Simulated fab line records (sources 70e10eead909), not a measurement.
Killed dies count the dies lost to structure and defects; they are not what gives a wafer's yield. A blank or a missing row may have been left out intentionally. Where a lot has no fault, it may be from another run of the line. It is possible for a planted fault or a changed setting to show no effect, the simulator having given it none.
fab line records + flow nand-harc
[record]
- lots = 7
- wafers = 21
- last-day = 33
route steps=1302 shown P_M0@280 P_M1@285 END@1302
lots untouched by any fault: they come from a run of this same line in which no faults occurred
start-h: hours from the record's first day to the start of the lot's first wafer shown + wait-h: time in hours since the lot's previous step + " identical to the entry in the row above + L1.1+2: one row covering several wafers at once + - no value, or no start given + * or withheld: withheld + < > ~ a bound
route shown NAME@n: names a module that has steps shown in the file, with the first one's number in the route + usual: average and standard deviation across the fault-free wafers + same: alike in all rows + chamber/n: place in a boat + sites: each site's reading + _std_site: their standard deviation + _edge_site: mean of outer sites minus mean of inner sites + radius-mm: for every site, how far away it sits from the centre of the wafer + mask NAME#n: copy n + behind: the tool/chamber that last shaped the wafer + hold: the reason the lot was held/the length of the hold in hours/how it ended + device: whichever transistor did not switch (one of n, p or np) + end of line: tests run on the same wafers once the route is complete + a step without rows: its recipe alone + killed: at the first sort, the dies lost to defects and structure; wafer yield is something else + map: a wafer's dies, marking killed ones x, the rest . and places with no die _
set.NAME: the setting the step ran with; set.NAME@STEP: the setting that earlier step ran with + model.NAME: the simulator's own value behind a step, which no gauge read
a table for each step, a row for each wafer; lots at some steps of the route
services: the hour from which a tool's chamber was out of use, counted from the record's first day as start-h (under 0 if before that day), plus the number of hours and why
[[steps]]
[step NHARC_P_M0_SRD_25]
[step NHARC_P_M0_INSPECT_27]
[usual]
- raw-defect-count = 264/87
| lot.wafer | tool              | chamber | start-h | wait-h | raw-defect-count |
|-----------|-------------------|---------|---------|--------|------------------|
| L264.1    | defect-inspect-02 | -       | 168.03  | 0.0    | 179              |
| L264.2    | "                 | -       | "       | "      | 282              |
| L264.5    | "                 | -       | "       | "      | 201              |
| L266.2    | defect-inspect-02 | -       | 186.90  | 0.0    | 146              |
| L266.4    | "                 | -       | "       | "      | 112              |
| L266.5    | "                 | -       | "       | "      | 204              |
| L267.3    | defect-inspect-02 | -       | 192.68  | 0.0    | 309              |
| L267.4    | "                 | -       | "       | "      | 284              |
| L267.6    | "                 | -       | "       | "      | 312              |
| L274.1    | defect-inspect-01 | -       | 268.93  | 0.0    | 241              |
| L274.2    | "                 | -       | "       | "      | 327              |
| L274.6    | "                 | -       | "       | "      | 470              |
| L275.2    | defect-inspect-02 | -       | 271.63  | 0.0    | 351              |
| L275.4    | "                 | -       | "       | "      | 339              |
| L275.6    | "                 | -       | "       | "      | 232              |
| L279.2    | defect-inspect-02 | -       | 317.13  | 0.0    | 196              |
| L279.3    | "                 | -       | "       | "      | 352              |
| L279.6    | "                 | -       | "       | "      | 276              |
| L281.1    | defect-inspect-02 | -       | 332.77  | 0.0    | 256              |
| L281.4    | "                 | -       | "       | "      | 133              |
| L281.5    | "                 | -       | "       | "      | 153              |
[step NHARC_P_M0_PRE_CLEAN_31]
[recipe]
- time-s = 12
- temp-c = 370
- rf-power-w = 300
- gas = NH3
[usual]
- heater-power-w = 657/81
| lot.wafer | tool     | chamber | start-h | wait-h | heater-power-w |
|-----------|----------|---------|---------|--------|----------------|
| L264.1    | pecvd-03 | 0       | 168.10  | 0.1    | 624            |
| L264.2    | "        | 2       | "       | "      | 470            |
| L264.5    | "        | 0       | "       | "      | 615            |
| L266.2    | pecvd-01 | 2       | 186.98  | 0.1    | 770            |
| L266.5    | "        | 1       | "       | "      | 676            |
| L266.4    | "        | 0       | "       | "      | 737            |
| L267.3    | pecvd-02 | 2       | 192.75  | 0.1    | 629            |
| L267.6    | "        | 2       | "       | "      | 665            |
| L267.4    | "        | 1       | "       | "      | 688            |
| L274.1    | pecvd-01 | 1       | 269.00  | 0.1    | 641            |
| L274.2    | "        | 0       | "       | "      | 643            |
| L274.6    | "        | 2       | "       | "      | 690            |
| L275.2    | pecvd-02 | 0       | 271.71  | 0.1    | 695            |
| L275.4    | "        | 2       | "       | "      | 688            |
| L275.6    | "        | 1       | "       | "      | 669            |
| L279.2    | pecvd-03 | 2       | 317.35  | 0.2    | 514            |
| L279.3    | "        | 0       | "       | "      | 761            |
| L279.6    | "        | 2       | "       | "      | 524            |
| L281.1    | pecvd-03 | 0       | 332.87  | 0.1    | 715            |
| L281.4    | "        | 2       | "       | "      | 521            |
| L281.5    | "        | 0       | "       | "      | 750            |
[step NHARC_P_M0_DEP_32]
[recipe]
- target-thk-a = 300
- temp-c = 370
- target-thk-nm = 30
- pressure-torr = 3
- flow-sccm = 200
- rf-w = 450
- material = SiCN
[usual]
- heater-power-w = 606/88
| lot.wafer | tool     | chamber | start-h | wait-h | heater-power-w |
|-----------|----------|---------|---------|--------|----------------|
| L264.1    | pecvd-03 | 0       | 168.18  | 0.1    | 695            |
| L264.2    | "        | 2       | "       | "      | 465            |
| L264.5    | "        | 0       | "       | "      | 689            |
| L266.2    | pecvd-01 | 2       | 187.09  | 0.1    | 725            |
| L266.5    | "        | 1       | "       | "      | 526            |
| L266.4    | "        | 0       | "       | "      | 679            |
| L267.3    | pecvd-02 | 2       | 192.83  | 0.1    | 595            |
| L267.6    | "        | 2       | "       | "      | 596            |
| L267.4    | "        | 1       | "       | "      | 661            |
| L274.1    | pecvd-01 | 1       | 269.08  | 0.1    | 652            |
| L274.2    | "        | 0       | "       | "      | 603            |
| L274.6    | "        | 2       | "       | "      | 726            |
| L275.2    | pecvd-02 | 0       | 271.82  | 0.1    | 700            |
| L275.4    | "        | 2       | "       | "      | 601            |
| L275.6    | "        | 1       | "       | "      | 555            |
| L279.2    | pecvd-03 | 2       | 317.43  | 0.1    | 403            |
| L279.3    | "        | 0       | "       | "      | 695            |
| L279.6    | "        | 2       | "       | "      | 406            |
| L281.1    | pecvd-03 | 0       | 333.01  | 0.1    | 613            |
| L281.4    | "        | 2       | "       | "      | 364            |
| L281.5    | "        | 0       | "       | "      | 615            |
[step NHARC_P_M1_DEP_00]
[recipe]
- target-thk-a = 1825
- target-thk-nm = 182.5
- temp-c = withheld
- pressure-torr = 5
- flow-sccm = 200
- rf-w = 600
- material = SiOC
[step NHARC_P_M1_DEHYDRATE_01]
[recipe]
- temp-c = 150
- time-s = 120
[step NHARC_P_M1_HMDS_02]
[recipe]
- time-s = 30
[step NHARC_P_M1_COAT_34]
[recipe]
- temp-c = 200
- time-s = 65
[step NHARC_P_M1_COAT_03]
[recipe]
- spin-rpm = 1500
- resist-thk-nm = 90
[step NHARC_P_M1_SOFTBAKE_04]
[recipe]
- temp-c = 105
- time-s = 55
[step NHARC_P_M1_EBR_05]
[step NHARC_P_M1_EXPOSE_06]
[recipe]
- na = 1.35
- target-cd-nm = 130
- dose-mj = 81.88
- mask-id = P_M1
[usual]
- exposure-dose-mJ-cm2 = 81.80/0.096
- focus-offset-nm = 0.1/0.48
| lot.wafer | tool            | chamber | start-h | wait-h | mask   | exposure-dose-mJ-cm2 | focus-offset-nm |
|-----------|-----------------|---------|---------|--------|--------|----------------------|-----------------|
| L264.1    | arfi-scanner-02 | 0       | 169.28  | -      | P_M1#0 | 81.71                | -0.4            |
| L264.2    | "               | 0       | "       | "      | P_M1#0 | 81.80                | -0.1            |
| L264.5    | "               | 0       | "       | "      | P_M1#0 | 81.82                | -0.3            |
| L266.2    | arfi-scanner-02 | 0       | 188.36  | -      | P_M1#0 | 81.80                | -0.2            |
| L266.4    | "               | 0       | "       | "      | P_M1#0 | 81.84                | 0.4             |
| L266.5    | "               | 0       | "       | "      | P_M1#0 | 81.87                | -0.4            |
| L267.3    | arfi-scanner-02 | 0       | 193.81  | -      | P_M1#0 | 80.55                | 0.7             |
| L267.4    | "               | 0       | "       | "      | P_M1#0 | 80.69                | 0.6             |
| L267.6    | "               | 0       | "       | "      | P_M1#0 | 80.70                | 0.7             |
| L274.1    | arfi-scanner-02 | 0       | 270.18  | -      | P_M1#0 | 80.84                | -0.7            |
| L274.2    | "               | 0       | "       | "      | P_M1#0 | 80.87                | 0.4             |
| L274.6    | "               | 0       | "       | "      | P_M1#0 | 80.83                | 0.0             |
| L275.2    | arfi-scanner-02 | 0       | 272.76  | -      | P_M1#0 | 81.13                | 0.2             |
| L275.4    | "               | 0       | "       | "      | P_M1#0 | 81.02                | 0.2             |
| L275.6    | "               | 0       | "       | "      | P_M1#0 | 81.06                | -0.6            |
| L279.2    | arfi-scanner-01 | 0       | 318.54  | -      | P_M1#0 | 81.81                | 0.5             |
| L279.3    | "               | 0       | "       | "      | P_M1#0 | 81.95                | -0.2            |
| L279.6    | "               | 0       | "       | "      | P_M1#0 | 81.83                | 0.6             |
| L281.1    | arfi-scanner-03 | 0       | 334.03  | -      | P_M1#0 | 81.60                | -0.1            |
| L281.4    | "               | 0       | "       | "      | P_M1#0 | 81.58                | 0.3             |
| L281.5    | "               | 0       | "       | "      | P_M1#0 | 81.70                | 0.1             |
[step NHARC_P_M1_PEB_07]
[recipe]
- peb-temp-c = 100
- peb-time-s = 65
[step NHARC_END_SORT_01]
[recipe]
- temp-c = 25
[usual]
- defect-limited-yield = 90/3.1
- killed-at-array = 62/20
- killed-at-other = 0.8/1.1
- killed-at-periphery = 3.5/2.4
- killed-dies = 66/21
- killed-open = 3.5/1.9
- killed-short = 2.5/1.7
[same]
- gross-dies = 677
| lot.wafer | tool      | chamber | start-h | wait-h | defect-limited-yield[%] | killed-at-array | killed-at-other | killed-at-periphery | killed-dies | killed-open | killed-short |
|-----------|-----------|---------|---------|--------|-------------------------|-----------------|-----------------|---------------------|-------------|-------------|--------------|
| L264.1    | prober-01 | 0       | 599.75  | 2.5    | 86                      | 93              | 4               | 0                   | 97          | 5           | 4            |
| L264.2    | prober-01 | 0       | 600.54  | 2.8    | 89                      | 70              | 1               | 1                   | 72          | 1           | 1            |
| L264.5    | prober-01 | 0       | 602.91  | 3.7    | 86                      | 91              | 1               | 0                   | 92          | 5           | 1            |
| L267.3    | prober-02 | 0       | 635.66  | 3.1    | 90                      | 69              | 0               | 1                   | 70          | 5           | 3            |
| L267.4    | prober-02 | 0       | 636.46  | 3.4    | 86                      | 94              | 0               | 3                   | 97          | 4           | 3            |
| L267.6    | prober-02 | 0       | 638.07  | 4.0    | 87                      | 89              | 0               | 2                   | 91          | 4           | 2            |
| L266.2    | prober-01 | 0       | 644.48  | 2.8    | 87                      | 86              | 1               | 4                   | 91          | 2           | 2            |
| L266.4    | prober-01 | 0       | 646.07  | 3.4    | 88                      | 75              | 3               | 3                   | 81          | 3           | 1            |
| L266.5    | prober-01 | 0       | 646.86  | 3.7    | 90                      | 63              | 1               | 5                   | 69          | 4           | 3            |
| L275.2    | prober-02 | 0       | 705.98  | 2.8    | 84                      | 100             | 0               | 7                   | 107         | 2           | 3            |
| L275.4    | prober-02 | 0       | 707.57  | 3.4    | 84                      | 105             | 0               | 3                   | 108         | 6           | 1            |
| L275.6    | prober-02 | 0       | 709.17  | 4.0    | 83                      | 111             | 1               | 3                   | 115         | 2           | 2            |
| L281.1    | prober-01 | 0       | 771.89  | 2.5    | 91                      | 56              | 0               | 2                   | 58          | 3           | 0            |
| L281.4    | prober-01 | 0       | 774.29  | 3.4    | 90                      | 65              | 3               | 2                   | 70          | 10          | 1            |
| L281.5    | prober-01 | 0       | 775.09  | 3.7    | 91                      | 59              | 0               | 3                   | 62          | 1           | 0            |
| L279.2    | prober-01 | 0       | 780.53  | 2.8    | 90                      | 62              | 0               | 6                   | 68          | 5           | 3            |
| L279.3    | prober-01 | 0       | 781.34  | 3.1    | 90                      | 62              | 0               | 3                   | 65          | 3           | 3            |
| L279.6    | prober-01 | 0       | 783.75  | 4.0    | 91                      | 60              | 1               | 1                   | 62          | 2           | 2            |
// killed by level:class
L264.1 A_CHANNEL_HOLE_D1:chamber-film-flake=37 A_SLIT:chamber-film-flake=31 A_CHANNEL_HOLE_D2:chamber-film-flake=12 A_CONTACT:chamber-film-flake=3 THIN_TSV:chamber-film-flake=3 A_CHANNEL_FILL_D2:geometric-particle:open=2 A_ONON_D1:geometric-particle:short=1 A_ONON_D1:geometric-particle:open=1
L264.2 A_CHANNEL_HOLE_D1:chamber-film-flake=34 A_SLIT:chamber-film-flake=26 A_CHANNEL_HOLE_D2:chamber-film-flake=3 A_STAIRCASE:chamber-film-flake=3 A_CONTACT:chamber-film-flake=2 A_CHANNEL_HOLE_D1:geometric-particle:short=1 A_SGD_CUT:geometric-particle:open=1 P_GATE:chamber-film-flake=1
L264.5 A_CHANNEL_HOLE_D1:chamber-film-flake=33 A_SLIT:chamber-film-flake=32 A_CHANNEL_HOLE_D2:chamber-film-flake=12 A_STAIRCASE:chamber-film-flake=4 A_CONTACT:chamber-film-flake=3 A_CHANNEL_FILL_D1:geometric-particle:open=2 A_ONON_D1:geometric-particle:open=1 A_WL_FILL:geometric-particle:short=1
L267.3 A_CHANNEL_HOLE_D1:chamber-film-flake=23 A_SLIT:chamber-film-flake=18 A_CONTACT:chamber-film-flake=6 A_CHANNEL_HOLE_D2:chamber-film-flake=6 A_STAIRCASE:chamber-film-flake=4 A_CHANNEL_FILL_D2:chamber-film-flake=2 P_M2:geometric-particle:open=1 A_ONON_D1:geometric-particle:open=1
L267.4 A_CHANNEL_HOLE_D1:chamber-film-flake=36 A_SLIT:chamber-film-flake=28 A_CHANNEL_HOLE_D2:chamber-film-flake=12 A_STAIRCASE:chamber-film-flake=5 A_CONTACT:chamber-film-flake=3 A_CHANNEL_FILL_D2:chamber-film-flake=2 P_M0:geometric-particle:open=1 A_SOURCE_PLATE:geometric-particle:open=1
L267.6 A_SLIT:chamber-film-flake=35 A_CHANNEL_HOLE_D1:chamber-film-flake=29 A_CHANNEL_HOLE_D2:chamber-film-flake=11 A_STAIRCASE:chamber-film-flake=3 A_CONTACT:chamber-film-flake=3 A_ONON_D1:geometric-particle:open=1 A_CHANNEL_FILL_D1:geometric-particle:open=1 A_CHANNEL_FILL_D2:geometric-particle:open=1
L266.2 A_SLIT:chamber-film-flake=33 A_CHANNEL_HOLE_D2:chamber-film-flake=32 A_CHANNEL_HOLE_D1:chamber-film-flake=5 A_CONTACT:chamber-film-flake=5 A_STAIRCASE:chamber-film-flake=3 P_ZERO_WELL:chamber-film-flake=2 P_GATE:chamber-film-flake=2 A_ZERO_WELL:chamber-film-flake=2
L266.4 A_CHANNEL_HOLE_D2:chamber-film-flake=29 A_SLIT:chamber-film-flake=24 A_CHANNEL_HOLE_D1:chamber-film-flake=8 A_STAIRCASE:chamber-film-flake=5 A_ZERO_WELL:chamber-film-flake=4 THIN_TSV:chamber-film-flake=3 P_GATE:geometric-particle:open=1 A_CHANNEL_FILL_D1:geometric-particle:open=1
L266.5 A_SLIT:chamber-film-flake=25 A_CHANNEL_HOLE_D2:chamber-film-flake=16 A_CONTACT:chamber-film-flake=5 P_GATE:chamber-film-flake=3 A_CHANNEL_HOLE_D1:chamber-film-flake=3 A_WL_FILL:chamber-film-flake=3 A_ZERO_WELL:chamber-film-flake=2 A_CHANNEL_FILL_D1:chamber-film-flake=2
L275.2 A_CHANNEL_HOLE_D1:chamber-film-flake=34 A_SLIT:chamber-film-flake=32 A_CHANNEL_HOLE_D2:chamber-film-flake=26 A_CONTACT:chamber-film-flake=3 A_BONDPAD:chamber-film-flake=3 P_GATE:chamber-film-flake=2 P_M2:chamber-film-flake=2 P_STI:geometric-particle:open=1
L275.4 A_SLIT:chamber-film-flake=34 A_CHANNEL_HOLE_D1:chamber-film-flake=27 A_CHANNEL_HOLE_D2:chamber-film-flake=23 A_CONTACT:chamber-film-flake=4 A_BONDPAD:chamber-film-flake=4 A_BLC:geometric-particle:open=3 P_GATE:chamber-film-flake=2 A_STAIRCASE:chamber-film-flake=2
L275.6 A_SLIT:chamber-film-flake=40 A_CHANNEL_HOLE_D1:chamber-film-flake=33 A_CHANNEL_HOLE_D2:chamber-film-flake=25 A_CONTACT:chamber-film-flake=4 A_ZERO_WELL:chamber-film-flake=2 A_CHANNEL_HOLE_D2:geometric-particle:short=1 A_CHANNEL_HOLE_D2:geometric-particle:open=1 A_CHANNEL_FILL_D2:geometric-particle:short=1
L281.1 A_CHANNEL_HOLE_D2:chamber-film-flake=28 A_CHANNEL_HOLE_D1:chamber-film-flake=9 A_SLIT:chamber-film-flake=5 A_STAIRCASE:chamber-film-flake=3 A_BONDPAD:chamber-film-flake=3 A_DECK1_JOINT:chamber-film-flake=2 A_CONTACT:chamber-film-flake=2 A_CHANNEL_FILL_D1:geometric-particle:open=1
L281.4 A_CHANNEL_HOLE_D2:chamber-film-flake=24 A_CHANNEL_HOLE_D1:chamber-film-flake=14 A_SLIT:chamber-film-flake=8 A_BONDPAD:chamber-film-flake=4 A_STAIRCASE:chamber-film-flake=3 A_CHANNEL_FILL_D2:geometric-particle:open=2 THIN_TSV:chamber-film-flake=2 P_CONTACT:geometric-particle:open=1
L281.5 A_CHANNEL_HOLE_D2:chamber-film-flake=28 A_CHANNEL_HOLE_D1:chamber-film-flake=17 A_SLIT:chamber-film-flake=5 A_CONTACT:chamber-film-flake=4 P_M2:chamber-film-flake=2 A_BONDPAD:chamber-film-flake=2 A_CHANNEL_FILL_D1:geometric-particle:open=1 P_GATE:chamber-film-flake=1
L279.2 A_CHANNEL_HOLE_D2:chamber-film-flake=35 A_CHANNEL_HOLE_D1:chamber-film-flake=10 A_SLIT:chamber-film-flake=5 A_CONTACT:chamber-film-flake=4 P_STI:chamber-film-flake=2 P_CONTACT:geometric-particle:open=1 P_BONDPAD:geometric-particle:open=1 A_CHANNEL_HOLE_D1:geometric-particle:open=1
L279.3 A_CHANNEL_HOLE_D2:chamber-film-flake=31 A_CHANNEL_HOLE_D1:chamber-film-flake=11 A_BONDPAD:chamber-film-flake=6 A_SLIT:chamber-film-flake=4 P_STI:chamber-film-flake=2 A_CONTACT:chamber-film-flake=2 P_M0:geometric-particle:short=1 A_DECK1_JOINT:geometric-particle:short=1
L279.6 A_CHANNEL_HOLE_D2:chamber-film-flake=31 A_CHANNEL_HOLE_D1:chamber-film-flake=16 A_SLIT:chamber-film-flake=5 A_CONTACT:chamber-film-flake=3 A_ONON_D1:geometric-particle:open=1 A_CHANNEL_FILL_D2:geometric-particle:open=1 A_CHANNEL_FILL_D2:geometric-particle:short=1 P_STI:chamber-film-flake=1
[[services]]
| tool            | chamber | start-h | hours | kind       |
|-----------------|---------|---------|-------|------------|
| pecvd-02        | -       | 156.63  | 0.3   | repair     |
| arfi-scanner-02 | -       | 157.72  | 1.4   | repair     |
| pecvd-03        | -       | 185.27  | 13.0  | pm         |
| pecvd-03        | 0       | 185.27  | 13.0  | vent-cycle |
| pecvd-03        | 1       | 185.27  | 13.0  | vent-cycle |
| pecvd-03        | 2       | 185.27  | 13.0  | vent-cycle |
| pecvd-01        | -       | 185.53  | 0.4   | repair     |
| pecvd-03        | 0       | 198.27  | -     | clean      |
| pecvd-03        | 1       | 198.27  | -     | clean      |
| pecvd-03        | 2       | 198.27  | -     | clean      |
| pecvd-01        | -       | 210.19  | 0.6   | repair     |
| arfi-scanner-01 | -       | 215.39  | 3.0   | repair     |
| arfi-scanner-03 | -       | 220.11  | 4.0   | pm         |
| arfi-scanner-02 | -       | 225.82  | 7.5   | repair     |
| pecvd-02        | -       | 227.00  | 13.0  | pm         |
| arfi-scanner-01 | -       | 232.59  | 2.0   | repair     |
| arfi-scanner-01 | -       | 252.00  | 4.0   | pm         |
| pecvd-02        | 1       | 262.87  | 5.6   | repair     |
| arfi-scanner-02 | -       | 264.73  | 0.4   | repair     |
| pecvd-03        | 0       | 287.61  | 11.3  | repair     |
| arfi-scanner-03 | -       | 291.86  | 4.0   | repair     |
| arfi-scanner-03 | -       | 299.46  | 1.1   | repair     |
| pecvd-01        | -       | 311.00  | 13.0  | pm         |
| arfi-scanner-02 | -       | 312.01  | 4.0   | pm         |
[[key]]
[first-sign]
- step = NHARC_P_M1_EXPOSE_06
- reading = exposure-dose-mJ-cm2
- direction = down
- sigmas = 9.9
- usual = 81.80
- struck = 80.85
effect none on later readings
met-at NHARC_P_M1_EXPOSE_06
struck-wafers L267.3,L267.4,L267.6,L274.1,L274.2,L274.6,L275.2,L275.4,L275.6
[loop-trim]
- step = NHARC_P_M1_EXPOSE_06
- setting = dose
- lots = L274,L275
onset-between 188.36 193.81
[fault]
- kind = process-parameter-drift
- tool = arfi-scanner-02
- chamber = -
- onset-h = 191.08
- steps = NHARC_P_M1_EXPOSE_06
- channel = dose-mj
- offset = -1.2228
- shape = step
- acts-in = these-recipes-only
- stated = 81.88
// loop-trim: a control loop set the setting to another value than it would have without faults
